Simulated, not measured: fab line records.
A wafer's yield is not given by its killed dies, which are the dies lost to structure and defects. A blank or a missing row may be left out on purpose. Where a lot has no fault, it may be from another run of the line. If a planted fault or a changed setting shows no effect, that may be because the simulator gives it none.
Chamber matching || flow n5Finfet || N5_BEOL_M0_SAQP_MANDREL2_REMOVE_110 on rieSi-06 has 4 sister chambers
The step chemistry HBr/Cl2/O2, target a-Si, stops on SiCN, bt time 10 s. 8 wafers are shown with their chamber, then 7 later ones without.

## EACH WAFER AND ITS CHAMBER
{"wafer": "L076.5", "chamber": 1, "oesProductAu (a.u.)": 1.006, "HBr_flow_sccm (sccm)": 150.3}
{"wafer": "L084.4", "chamber": 3, "oesProductAu (a.u.)": 0.979, "HBr_flow_sccm (sccm)": 150.0}
{"wafer": "L084.6", "chamber": 3, "oesProductAu (a.u.)": 0.986, "HBr_flow_sccm (sccm)": 150.6}
{"wafer": "L085.1", "chamber": 2, "oesProductAu (a.u.)": 0.991, "HBr_flow_sccm (sccm)": 150.1}
{"wafer": "L085.4", "chamber": 0, "oesProductAu (a.u.)": 1.027, "HBr_flow_sccm (sccm)": 149.7}
{"wafer": "L085.6", "chamber": 0, "oesProductAu (a.u.)": 1.025, "HBr_flow_sccm (sccm)": 149.6}
{"wafer": "L087.1", "chamber": 1, "oesProductAu (a.u.)": 1.010, "HBr_flow_sccm (sccm)": 150.5}
{"wafer": "L087.2", "chamber": 2, "oesProductAu (a.u.)": 1.007, "HBr_flow_sccm (sccm)": 150.2}

## WAFERS WHOSE CHAMBER IS MISSING
{"wafer": "L087.4", "oesProductAu (a.u.)": 0.979, "HBr_flow_sccm (sccm)": 150.4}
{"wafer": "L090.1", "oesProductAu (a.u.)": 0.994, "HBr_flow_sccm (sccm)": 150.2}
{"wafer": "L090.2", "oesProductAu (a.u.)": 0.986, "HBr_flow_sccm (sccm)": 150.4}
{"wafer": "L090.6", "oesProductAu (a.u.)": 1.029, "HBr_flow_sccm (sccm)": 149.3}
{"wafer": "L097.1", "oesProductAu (a.u.)": 1.030, "HBr_flow_sccm (sccm)": 149.6}
{"wafer": "L097.4", "oesProductAu (a.u.)": 1.015, "HBr_flow_sccm (sccm)": 149.6}
{"wafer": "L097.5", "oesProductAu (a.u.)": 1.045, "HBr_flow_sccm (sccm)": 149.3}

## WHICH CHAMBER EACH ONE RAN IN
{"wafer": "L087.4", "from the rows above": 3, "in truth": 3}
{"wafer": "L090.1", "from the rows above": "can't be placed: 2 or 3 or 1", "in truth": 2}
{"wafer": "L090.2", "from the rows above": "can't be placed: 3 or 2", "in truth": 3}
{"wafer": "L090.6", "from the rows above": 0, "in truth": 0}
{"wafer": "L097.1", "from the rows above": 0, "in truth": 0}
{"wafer": "L097.4", "from the rows above": "can't be placed: 0 or 2 or 1", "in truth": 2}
{"wafer": "L097.5", "from the rows above": 0, "in truth": 0}
4 of 7 placed correctly. Not placeable from these rows: 3 (in 3, the candidates include the true chamber). Number placed wrongly: 0.
How it was worked out, from the rows above alone: a wafer's distance from a chamber is the root of the sum, over the readings, of the square of ((its reading less the chamber's mean) divided by the reading's scatter). If the next closest chamber is less than 2 further off than the closest, the wafer can't be placed; otherwise it belongs to the closest. A chamber's mean is the mean of its shown wafers. How the scatter is found: for the shown wafers, subtract from each reading the mean of its chamber, square and add these, divide the total by (wafers less chambers), then take the root.
